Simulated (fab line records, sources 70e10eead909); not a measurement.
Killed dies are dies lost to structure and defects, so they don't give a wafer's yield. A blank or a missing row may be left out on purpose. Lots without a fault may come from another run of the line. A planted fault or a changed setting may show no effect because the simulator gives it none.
Which tool did it? | flow nand_harc | 10 lots, 30 wafers sampled, at 4 steps of a route of 1302

WHAT THE GAUGES READ, wafer by wafer
NHARC_A_CHANNEL_HOLE_D2_CD_MEAS_31.
lot  | measured     | on        | cd_nm (nm)
L076 | day 14 07:13 | cd_sem-03 | 90.1 90.3 90.2
L078 | day 15 00:58 | cd_sem-03 | 91.6 89.7 89.4
L081 | day 16 16:29 | cd_sem-01 | 90.6 89.9 91.0
L083 | day 18 02:14 | cd_sem-02 | 89.2 90.2 90.6
L084 | day 18 08:53 | cd_sem-03 | 88.5 89.9 88.6
L087 | day 19 03:47 | cd_sem-01 | 89.3 89.8 89.5
L088 | day 19 13:38 | cd_sem-01 | 90.4 89.1 87.7
L092 | day 21 05:07 | cd_sem-03 | 90.4 89.5 90.3
L094 | day 22 00:23 | cd_sem-03 | 89.8 89.2 89.5
L096 | day 22 18:02 | cd_sem-01 | 91.7 89.5 89.0

WHICH TOOL RAN EACH LOT (tool, then ch and the chambers of the sampled wafers, then the start)
lot  | NHARC_A_CHANNEL_HOLE_D2_ETCH_22  | NHARC_A_CHANNEL_HOLE_D2_ETCH_44    | NHARC_A_CHANNEL_HOLE_D2_STRIP_28
L076 | har_etch-01 ch 0,1, day 14 02:32 | rie_diel-01 ch 2,3, day 14 06:24   | rie_diel-01 ch 0,2, day 14 07:13 or earlier
L078 | har_etch-02 ch 0,1, day 14 20:25 | rie_diel-01 ch 0,1,3, day 15 00:11 | rie_diel-01 ch 1,2,3, day 15 00:58 or earlier
L081 | har_etch-02 ch 0,1, day 16 11:46 | rie_diel-01 ch 1,3, day 16 15:35   | rie_diel-01 ch 1,2, day 16 16:29 or earlier
L083 | har_etch-01 ch 0,1, day 17 11:19 | rie_diel-01 ch 1,2,3, day 18 01:26 | rie_diel-01 ch 0,1,3, day 18 02:14 or earlier
L084 | har_etch-02 ch 0,1, day 18 04:13 | rie_diel-10 ch 0,2,3, day 18 08:05 | rie_diel-10 ch 2,3, day 18 08:53 or earlier
L087 | har_etch-02 ch 0,1, day 18 23:08 | rie_diel-02 ch 1,2, day 19 02:59   | rie_diel-02 ch 0,3, day 19 03:47 or earlier
L088 | har_etch-01 ch 0,1, day 19 09:04 | rie_diel-01 ch 2,3, day 19 12:49   | rie_diel-01 ch 0,1,3, day 19 13:38 or earlier
L092 | har_etch-02 ch 0,1, day 21 00:34 | rie_diel-01 ch 1,2,3, day 21 04:10 | rie_diel-01 ch 1,2,3, day 21 05:07 or earlier
L094 | har_etch-01 ch 0,1, day 21 19:20 | rie_diel-01 ch 1,2, day 21 23:14   | rie_diel-01 ch 1,2, day 21 23:22
L096 | har_etch-01 ch 0, day 22 13:29   | rie_diel-01 ch 0,3, day 22 17:14   | rie_diel-01 ch 2,3, day 22 18:02 or earlier
- NHARC_A_CHANNEL_HOLE_D2_ETCH_22: etches the open film in C4F8/O2/Ar, time 666.7 s, target depth 1600 nm.
- NHARC_A_CHANNEL_HOLE_D2_ETCH_44: etches the open film in CF4/O2, target depth 140 nm, overetch 14 nm, time 77 s.
- NHARC_A_CHANNEL_HOLE_D2_STRIP_28: strips in O2.

THE ANSWER, worked out from the rows above alone
Rule: what is usual is taken from the lots themselves. Put in order of their means at a reading, lots are off if they are a third of the lots or fewer, leave a main group of 4 or more, and stand apart from it by a gap of 3 or more times the standard deviation of the main group's means; of several such gaps the widest counts. A main group whose means are all the same, to the digits that the tables above print for the reading, isn't used. A lot without any number at a reading at which 4 lots or more have one is off too. The other lots that the step has rows for count as sound.
No lot is off at any reading shown: from this, nothing can be told.

WHAT THE SIMULATOR HAD PUT IN
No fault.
